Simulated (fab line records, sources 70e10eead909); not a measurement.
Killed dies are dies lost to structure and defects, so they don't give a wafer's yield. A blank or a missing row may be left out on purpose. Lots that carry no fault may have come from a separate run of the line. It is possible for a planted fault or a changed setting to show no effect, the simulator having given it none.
Comparing a struck lot with a sound one + flow nand-harc + 39 steps out of a route of 1302
Sound: the wafers L534.1, L534.3, L534.6. Struck: wafer L532.3 (left out: L532.1, L532.4 of the same lot, which were not struck); the cause appears at the end.
Order at every step that has rows: each side's tool, ch and its chambers, its first start. Under that, the readings that differ: sound wafers + struck wafers + difference of the means + sigmas: that difference in standard deviations of wafers without a fault.
alike: words and numbers the same on both sides, and readings whose means are apart by under 2 such deviations; not compared: readings that were withheld, readings missing a value for some wafer, numbers with overlapping values and no deviation given by the record, and bounds like >300 which may hide the same value.
Wherever a step has rows on one side only, a row that says differs or no value, or a row with sigmas, the two part there. Numbers that don't overlap but have no deviation are shown without sigmas and don't part them. A reading that every wafer of one side lacks parts them only if that side has two wafers or more.

first, 5 steps without rows for these wafers: NHARC_A_BONDPAD_SOFTBAKE_04 (time 70 s); NHARC_A_BONDPAD_EBR_05; NHARC_A_BONDPAD_EXPOSE_06 (exposes mask A BPAD); NHARC_A_BONDPAD_PEB_07 (peb time 80 s); NHARC_A_BONDPAD_DEVELOP_08 (time 50 s).
NHARC_A_BONDPAD_CD_MEAS_09 targets a cd of 500 nm.
  sound on cd-sem-01 ch 0, day 29 12:20; struck on cd-sem-01 ch 0, day 29 22:44
  alike: cd-nm
NHARC_A_BONDPAD_OVL_MEAS_35:
  sound: overlay-02 at day 29 12:26; struck: overlay-01 at day 29 22:49
  alike: overlay-x-nm, overlay-y-nm
then, 1 step without rows for these wafers: NHARC_A_BONDPAD_HARDBAKE_10 (time 65 s).
NHARC_A_BONDPAD_DESCUM_11: chemistry O2, time 3 s.
  sound on rie-diel-02 ch 0,1, day 29 12:34; struck on rie-diel-08 ch 2, day 29 22:56
  alike: drypump-motor-current-A, oes-product-au, rf-vpp-V, showerhead-plenum-p-Torr, throttle-valve-pct
  not compared: rf-hours-counter-h
NHARC_A_BONDPAD_ETCH_34: etches the open film in N2/H2, target depth 60 nm, overetch 18 nm, time 65.91 s.
  sound on rie-diel-02 ch 0,2, day 29 12:40; struck on rie-diel-08 ch 2, day 29 23:02
  alike: drypump-motor-current-A, oes-product-au, rf-vpp-V, showerhead-plenum-p-Torr, throttle-valve-pct
  not compared: rf-hours-counter-h
then, 1 step without rows for these wafers: NHARC_A_BONDPAD_ETCH_12 (etches the open film in CHF3/O2, target depth 220 nm, time 110 s).
NHARC_A_BONDPAD_CD_MEAS_13:
  sound: cd-sem-03 at day 29 12:55; struck: cd-sem-01 at day 29 23:16
  alike: cd-nm
NHARC_A_BONDPAD_STRIP_15: strips in O2.
  sound on rie-diel-02 ch 0,1, day 29 13:00; struck on rie-diel-02 ch 3, day 29 23:20
| reading                | sound                | struck | difference | sigmas |
|------------------------|----------------------|--------|------------|--------|
| rf-vpp-V (V)           | 58.1 57.6 56.9       | 59.2   | +1.7       | +2     |
| throttle-valve-pct (%) | 17.036 17.027 17.042 | 17.018 | -0.017     | -2     |
  alike: drypump-motor-current-A, oes-product-au, showerhead-plenum-p-Torr
  not compared: rf-hours-counter-h
then, 7 steps without rows for these wafers: NHARC_A_BONDPAD_ETCH_24 (etches the open film in CF4/N2, target depth 30 nm, time 72.99 s); NHARC_A_BONDPAD_STRIP_16 (strips in post etch residue remover, time 600 s); NHARC_A_BONDPAD_DEGAS_25 (time 60 s); NHARC_A_BONDPAD_PRE_CLEAN_26 (time 30 s); NHARC_A_BONDPAD_PVD_17 (deposits TaN, target thk 5 nm, time 8.06 s); NHARC_A_BONDPAD_PVD_27 (deposits Cu, target thk 30 nm, time 20.49 s); NHARC_A_BONDPAD_ECD_18 (material Cu, target thk 400 nm).
NHARC_A_BONDPAD_ANNEAL_28: time 90 s.
  sound on rtp-anneal-01 ch 0, day 29 14:19; struck on rtp-anneal-02 ch 0, day 30 00:56
  alike: wafer_temp_C_max
then, 1 step without rows for these wafers: NHARC_A_BONDPAD_CMP_19 (polishes, t overpolish 30 s, cu recess touch 16 s, target thk 169.82 nm).
NHARC_A_BONDPAD_THK_MEAS_20: measures by xrf.
  sound: film-metro-02 at day 29 14:59; struck: film-metro-02 at day 30 01:37
  alike: thk-nm
then, 1 step without rows for these wafers: NHARC_A_BONDPAD_SRD_21 (time 30 s, dry time 20 s).
NHARC_HYBRID_BOND_ACTIVATE_00: chemistry N2, time 60 s.
  sound on rie-diel-07 ch 1,3, day 29 15:16; struck on rie-diel-07 ch 2, day 30 01:53
| reading               | sound             | struck | difference | sigmas |
|-----------------------|-------------------|--------|------------|--------|
| oes-product-au (a.u.) | 1.007 1.026 1.022 | 0.960  | -0.058     | -4     |
| rf-vpp-V (V)          | 64.0 63.8 63.5    | 66.0   | +2.2       | +3     |
  alike: drypump-motor-current-A, showerhead-plenum-p-Torr
  not compared: rf-hours-counter-h
then, 4 steps without rows for these wafers: NHARC_HYBRID_BOND_PRECLEAN_01 (cleans in DIW, time 300 s); NHARC_HYBRID_BOND_SRD_02 (time 30 s, dry time 20 s); NHARC_HYBRID_BOND_BOND_03; NHARC_HYBRID_BOND_ANNEAL_04 (time 7200 s).
NHARC_HYBRID_BOND_OVL_MEAS_05:
  sound: overlay-02 at day 30 01:05; struck: overlay-02 at day 30 10:26
  alike: overlay-x-nm, overlay-y-nm
then, 2 steps without rows for these wafers: NHARC_THIN_TSV_GRIND_00; NHARC_THIN_TSV_CMP_01 (polishes).
NHARC_THIN_TSV_THK_MEAS_02: measures by ir.
  sound: film-metro-02 at day 30 02:46; struck: film-metro-02 at day 30 13:20
  alike: thk-nm
then, 3 steps without rows for these wafers: NHARC_THIN_TSV_SRD_03; NHARC_THIN_TSV_PRECLEAN_41 (cleans in SC1); NHARC_THIN_TSV_SRD_42.
NHARC_THIN_TSV_DEP_43: deposits SiO2, target thk 1328.5 nm.
  sound on pecvd-01 ch 1,2, day 30 02:59; struck on pecvd-04 ch 1, day 30 13:33
  alike: chamber-pressure-Torr, throttle-valve-pct
then, 1 step without rows for these wafers: NHARC_THIN_TSV_DEHYDRATE_04 (time 120 s).
NHARC_END_SORT_01:
  sound on prober-02 ch 0, day 30 19:25; struck on prober-01 ch 0, day 31 06:35
| reading                  | sound          | struck | difference | sigmas |
|--------------------------|----------------|--------|------------|--------|
| defect-limited-yield (%) | 84.2 89.1 89.4 | 80.9   | -6.7       | -2     |
| killed-at-array          | 99 66 61       | 126    | +51        | +3     |
| killed-at-periphery      | 8 8 10         | 3      | -6         | -2     |
| killed-dies              | 107 74 72      | 129    | +45        | +2     |
  alike: killed-at-other, killed-open, killed-short

WHERE THEY PART
Earliest at NHARC_A_BONDPAD_STRIP_15; latest, in this record, at NHARC_END_SORT_01.

WHY: the cause the simulator had injected
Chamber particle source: rie-diel-02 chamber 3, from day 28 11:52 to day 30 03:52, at NHARC_A_BONDPAD_STRIP_15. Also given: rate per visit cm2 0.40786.
